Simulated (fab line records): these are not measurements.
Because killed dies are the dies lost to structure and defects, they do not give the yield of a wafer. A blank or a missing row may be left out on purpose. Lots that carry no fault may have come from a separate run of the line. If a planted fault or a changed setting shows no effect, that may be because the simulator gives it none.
Matching of chambers    flow nandHarc    NHARC_A_CONTACT_ETCH_31 on rieDiel-03 has 4 sister chambers
The step etches the open film in O2/COS, target depth 2800 nm, time 728 s. 4 wafers are shown with their chamber, then 8 later ones without.

== WAFERS WITH THEIR CHAMBER ==
wafer   chamber  drypumpMotorCurrentA (A)
L600.2  2        5.18
L600.4  3        5.70
L604.6  0        5.67
L602.1  1        5.30

== WAFERS WHOSE CHAMBER IS MISSING ==
wafer   drypumpMotorCurrentA (A)
L602.4  5.69
L602.6  5.68
L605.1  5.70
L605.3  5.61
L605.4  5.17
L606.1  5.62
L606.2  5.15
L606.5  5.34

== WHICH CHAMBER EACH ONE RAN IN ==
wafer   from the rows above      in truth
L602.4  can't be placed: 3 or 0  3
L602.6  can't be placed: 0 or 3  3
L605.1  can't be placed: 3 or 0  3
L605.3  can't be placed: 0 or 3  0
L605.4  2                        2
L606.1  can't be placed: 0 or 3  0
L606.2  2                        2
L606.5  1                        1
Correctly placed: 3 of 8. Not placeable from these rows: 5 (in 5, the candidates include the true chamber). Number placed wrongly: 0.
How it was worked out, from the rows above alone: a wafer's distance from a chamber is the root of the sum, over the readings, of the square of ((its reading less the chamber's mean) divided by the reading's scatter). The wafer belongs to the nearest chamber; if the next one is less than 2 further off, it can't be placed. A chamber's mean is the mean of its shown wafers. The scatter (one wafer shown for each chamber): square how far every hidden wafer sits from the nearest shown wafer, average those squares and take the square root.
